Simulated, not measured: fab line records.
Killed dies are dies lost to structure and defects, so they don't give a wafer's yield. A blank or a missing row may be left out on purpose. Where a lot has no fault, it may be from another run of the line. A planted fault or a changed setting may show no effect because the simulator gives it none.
Which tool did it? | flow nand harc | 42 wafers from 14 lots sampled at 5 of the route's 1302 steps

== WHAT EACH GAUGE READ, for each wafer ==
NHARC_A_ONON_D2_THK_MEAS_27: measures by ellipsometry. Usual: thk nm 997 nm, standard deviation 9.4.
lot  | measured     | on            | thk nm (nm)    | flag
L397 | day 14 07:34 | film metro-02 | 1014 1014 1013 |
L400 | day 15 04:36 | film metro-02 | 988 988 989    |
L401 | day 15 04:35 | film metro-01 | 996 997 997    |
L402 | day 16 05:10 | film metro-02 | 993 994 994    |
L403 | day 16 05:01 | film metro-01 | 995 994 997    |
L404 | day 16 13:38 | film metro-02 | 1002 1003 1002 |
L406 | day 17 10:14 | film metro-01 | 995 995 996    |
L407 | day 18 02:21 | film metro-01 | 1001 1000 999  |
L408 | day 18 14:45 | film metro-01 | 994 996 996    |
L412 | day 20 03:50 | film metro-01 | 1010 1010 1008 |
L413 | day 20 14:56 | film metro-02 | 1005 1003 1006 |
L415 | day 21 16:43 | film metro-01 | 945 944 947    | OFF
L417 | day 21 22:44 | film metro-01 | 947 948 945    | OFF
L418 | day 22 12:25 | film metro-01 | 986 986 986    |

== TOOL THAT RAN EACH LOT (tool first, then ch and the chambers of the sampled wafers, then the start) ==
lot  | NHARC_A_CHANNEL_FILL_D1_ETCHBACK_19 | NHARC_A_CHANNEL_FILL_D1_STRIP_28   | NHARC_A_CHANNEL_FILL_D1_ETCHBACK_08           | NHARC_A_ONON_D2_DEP_25
L397 | rie si-04 ch 0,2,3, day 10 21:44    | rie diel-11 ch 0,1,3, day 10 21:58 | rie diel-03 ch 0,1,3, day 14 07:04 or earlier | pecvd onon-02 ch 0, day 14 07:04
L400 | rie si-01 ch 1,2, day 12 04:34      | rie diel-11 ch 1,2,3, day 12 04:48 | rie diel-11 ch 0,3, day 15 04:09 or earlier   | pecvd onon-04 ch 0, day 15 04:09
L401 | rie si-04 ch 0,2,3, day 12 04:34    | rie diel-08 ch 1,2, day 12 04:47   | rie diel-08 ch 0,2, day 15 04:05 or earlier   | pecvd onon-03 ch 0, day 15 04:05
L402 | rie si-01 ch 0,3, day 13 01:51      | rie diel-08 ch 0,2, day 13 02:07   | rie diel-08 ch 0,2, day 16 04:39 or earlier   | pecvd onon-04 ch 0, day 16 04:39
L403 | rie si-04 ch 0,1,3, day 13 05:22    | rie diel-03 ch 0,2,3, day 13 05:35 | rie diel-08 ch 1,3, day 16 04:31 or earlier   | pecvd onon-02 ch 0, day 16 04:31
L404 | rie si-04 ch 2,3, day 13 13:52      | rie diel-08 ch 0,2,3, day 13 14:05 | rie diel-03 ch 0,1,3, day 16 13:11 or earlier | pecvd onon-03 ch 0, day 16 13:11
L406 | rie si-06 ch 0,2,3, day 14 10:07    | rie diel-03 ch 0,1,3, day 14 10:19 | rie diel-03 ch 0,1,3, day 17 09:47 or earlier | pecvd onon-03 ch 0, day 17 09:47
L407 | rie si-06 ch 0,1, day 14 22:42      | rie diel-08 ch 0,1,3, day 14 22:55 | rie diel-11 ch 1,2, day 18 01:54 or earlier   | pecvd onon-04 ch 0, day 18 01:54
L408 | rie si-01 ch 0,2, day 14 22:43      | rie diel-03 ch 0,1,3, day 14 22:57 | rie diel-08 ch 0,1,3, day 18 14:18 or earlier | pecvd onon-02 ch 0, day 18 14:18
L412 | rie si-01 ch 1,2,3, day 17 02:52    | rie diel-03 ch 0,2,3, day 17 03:07 | rie diel-08 ch 1,2,3, day 20 03:20 or earlier | pecvd onon-03 ch 0, day 20 03:20
L413 | rie si-06 ch 0,1,2, day 17 14:55    | rie diel-11 ch 0,1,2, day 17 15:08 | rie diel-08 ch 0,1,3, day 20 14:29 or earlier | pecvd onon-03 ch 0, day 20 14:29
L415 | rie si-04 ch 2,3, day 18 15:51      | rie diel-08 ch 2,3, day 18 16:04   | rie diel-08 ch 0,1,2, day 21 16:16 or earlier | pecvd onon-03 ch 0, day 21 16:16
L417 | rie si-04 ch 2,3, day 18 19:26      | rie diel-03 ch 1,2, day 18 19:40   | rie diel-11 ch 0,1,2, day 21 22:14 or earlier | pecvd onon-03 ch 0, day 21 22:14
L418 | rie si-06 ch 0,3, day 19 09:04      | rie diel-03 ch 0,1,2, day 19 09:17 | rie diel-08 ch 1,2, day 22 11:55 or earlier   | pecvd onon-02 ch 0, day 22 11:55
- NHARC_A_CHANNEL_FILL_D1_ETCHBACK_19: etches the open film in HBr/Cl2, target depth 5 nm, time 1.7 s.
- NHARC_A_CHANNEL_FILL_D1_STRIP_28: strips in O2, time 20 s.
- NHARC_A_CHANNEL_FILL_D1_ETCHBACK_08: etches the open film in C4F8, target depth 220 nm, time 110 s.
- NHARC_A_ONON_D2_DEP_25: target thk 1000 nm.

== WHAT THE TOOLS THEMSELVES READ (means of the sampled wafers that have a number; where no wafer has one, the mark that the record gives instead) ==
NHARC_A_CHANNEL_FILL_D1_ETCHBACK_19. Usual: chamber pressure mTorr 15.000 mTorr, standard deviation 0.013; drypump motor current A 6.0 A, standard deviation 0.41; oes product au 1.000 a.u., standard deviation 0.0068; throttle valve pct 26.406 %, standard deviation 0.0084.
lot  | tool      | chamber pressure mTorr (mTorr) | drypump motor current A (A) | oes product au (a.u.) | throttle valve pct (%) | flag
L397 | rie si-04 | 14.994                         | 6.1                         | 1.003                 | 26.403                 |
L400 | rie si-01 | 14.997                         | 6.2                         | 1.004                 | 26.408                 |
L401 | rie si-04 | 15.012                         | 6.1                         | 0.998                 | 26.401                 |
L402 | rie si-01 | 15.006                         | 6.3                         | 0.991                 | 26.396                 |
L403 | rie si-04 | 15.012                         | 6.2                         | 0.999                 | 26.411                 |
L404 | rie si-04 | 15.003                         | 5.9                         | 0.999                 | 26.402                 |
L406 | rie si-06 | 14.999                         | 5.4                         | 1.005                 | 26.405                 |
L407 | rie si-06 | 15.009                         | 5.9                         | 1.001                 | 26.404                 |
L408 | rie si-01 | 15.007                         | 6.4                         | 1.004                 | 26.406                 |
L412 | rie si-01 | 14.997                         | 6.3                         | 1.001                 | 26.402                 |
L413 | rie si-06 | 15.016                         | 5.6                         | 1.007                 | 26.407                 |
L415 | rie si-04 | 14.998                         | 5.9                         | 1.007                 | 26.408                 |
L417 | rie si-04 | 14.994                         | 5.9                         | 0.999                 | 26.400                 |
L418 | rie si-06 | 15.001                         | 5.4                         | 0.996                 | 26.406                 |

NHARC_A_CHANNEL_FILL_D1_STRIP_28. Usual: chamber pressure mTorr 60.00 mTorr, standard deviation 0.059; drypump motor current A 5.7 A, standard deviation 0.56; oes product au 1.001 a.u., standard deviation 0.0074; rf vpp V 57.7 V, standard deviation 0.95; showerhead plenum p Torr 3.52 Torr, standard deviation 0.18; throttle valve pct 17.036 %, standard deviation 0.0089.
lot  | tool        | chamber pressure mTorr (mTorr) | drypump motor current A (A) | oes product au (a.u.) | rf vpp V (V) | showerhead plenum p Torr (Torr) | throttle valve pct (%) | flag
L397 | rie diel-11 | 60.02                          | 5.6                         | 0.999                 | 57.6         | 3.57                            | 17.035                 |
L400 | rie diel-11 | 60.01                          | 5.9                         | 1.003                 | 58.5         | 3.52                            | 17.039                 |
L401 | rie diel-08 | 60.01                          | 6.1                         | 0.999                 | 57.9         | 3.66                            | 17.036                 |
L402 | rie diel-08 | 59.97                          | 5.6                         | 1.001                 | 57.4         | 3.62                            | 17.029                 |
L403 | rie diel-03 | 59.99                          | 5.8                         | 1.000                 | 58.2         | 3.55                            | 17.048                 |
L404 | rie diel-08 | 59.99                          | 5.5                         | 1.009                 | 57.0         | 3.62                            | 17.040                 |
L406 | rie diel-03 | 59.98                          | 5.4                         | 1.003                 | 57.5         | 3.39                            | 17.037                 |
L407 | rie diel-08 | 60.03                          | 5.5                         | 0.993                 | 58.3         | 3.56                            | 17.035                 |
L408 | rie diel-03 | 59.96                          | 5.5                         | 1.009                 | 57.1         | 3.39                            | 17.033                 |
L412 | rie diel-03 | 60.01                          | 5.8                         | 1.016                 | 57.7         | 3.54                            | 17.040                 |
L413 | rie diel-11 | 60.00                          | 6.0                         | 0.996                 | 57.8         | 3.42                            | 17.042                 |
L415 | rie diel-08 | 60.04                          | 5.8                         | 0.996                 | 58.4         | 3.76                            | 17.032                 |
L417 | rie diel-03 | 60.01                          | 6.3                         | 1.011                 | 58.2         | 3.61                            | 17.030                 |
L418 | rie diel-03 | 60.07                          | 5.9                         | 1.000                 | 57.3         | 3.49                            | 17.039                 |

NHARC_A_CHANNEL_FILL_D1_ETCHBACK_08. Usual: chamber pressure mTorr 24.998 mTorr, standard deviation 0.022; oes product au 0.95 a.u., standard deviation 0.032; rf vpp V 441 V, standard deviation 3.2.
lot  | tool        | chamber pressure mTorr (mTorr) | oes product au (a.u.) | rf vpp V (V) | flag
L397 | rie diel-03 | 24.988                         | 0.95                  | 438          |
L400 | rie diel-11 | 24.981                         | 0.93                  | 443          |
L401 | rie diel-08 | 24.977                         | 0.93                  | 441          |
L402 | rie diel-08 | 24.997                         | 0.92                  | 440          |
L403 | rie diel-08 | 25.007                         | 0.92                  | 443          |
L404 | rie diel-03 | 24.970                         | 0.97                  | 439          |
L406 | rie diel-03 | 24.985                         | 0.93                  | 438          |
L407 | rie diel-11 | 25.024                         | 1.00                  | 440          |
L408 | rie diel-08 | 24.975                         | 0.99                  | 441          |
L412 | rie diel-08 | 25.001                         | 0.96                  | 444          |
L413 | rie diel-08 | 24.988                         | 1.00                  | 442          |
L415 | rie diel-08 | 25.025                         | 0.92                  | 441          |
L417 | rie diel-11 | 24.990                         | 1.00                  | 439          |
L418 | rie diel-08 | 25.009                         | 0.97                  | 444          |

== THE ANSWER, worked out from the rows above alone ==
Rule: take the mean of a lot's wafers that have a number; if it is more than 3 standard deviations from the usual mean, the lot is off. A lot without any number at a reading at which 4 lots or more have one is off too. Where the step has rows for the other lots, those lots are counted as sound. First the gauges in route order, then the tools' own readings, where a lot's mean is used as printed above. The first step at which some lot is off is used, and at that step the reading that is off furthest; a lot without a number counts as furthest.
Off at NHARC_A_ONON_D2_THK_MEAS_27 (thk nm): L415, L417.
If a tool, at a process step before that reading, ran all the lots that are off and no sound lot after the first of them, it fits. Those tools and the gauges at NHARC_A_ONON_D2_THK_MEAS_27 are tried in the same way. Because NHARC_A_CHANNEL_FILL_D1_ETCHBACK_08 lacks a start for some lots, the hours and order of its lots are taken from NHARC_A_ONON_D2_DEP_25. Can't be told from this: 2 tools fit, rie si-04 at NHARC_A_CHANNEL_FILL_D1_ETCHBACK_19, pecvd onon-03 at NHARC_A_ONON_D2_DEP_25.

== WHAT HAD BEEN PUT IN BY THE SIMULATOR ==
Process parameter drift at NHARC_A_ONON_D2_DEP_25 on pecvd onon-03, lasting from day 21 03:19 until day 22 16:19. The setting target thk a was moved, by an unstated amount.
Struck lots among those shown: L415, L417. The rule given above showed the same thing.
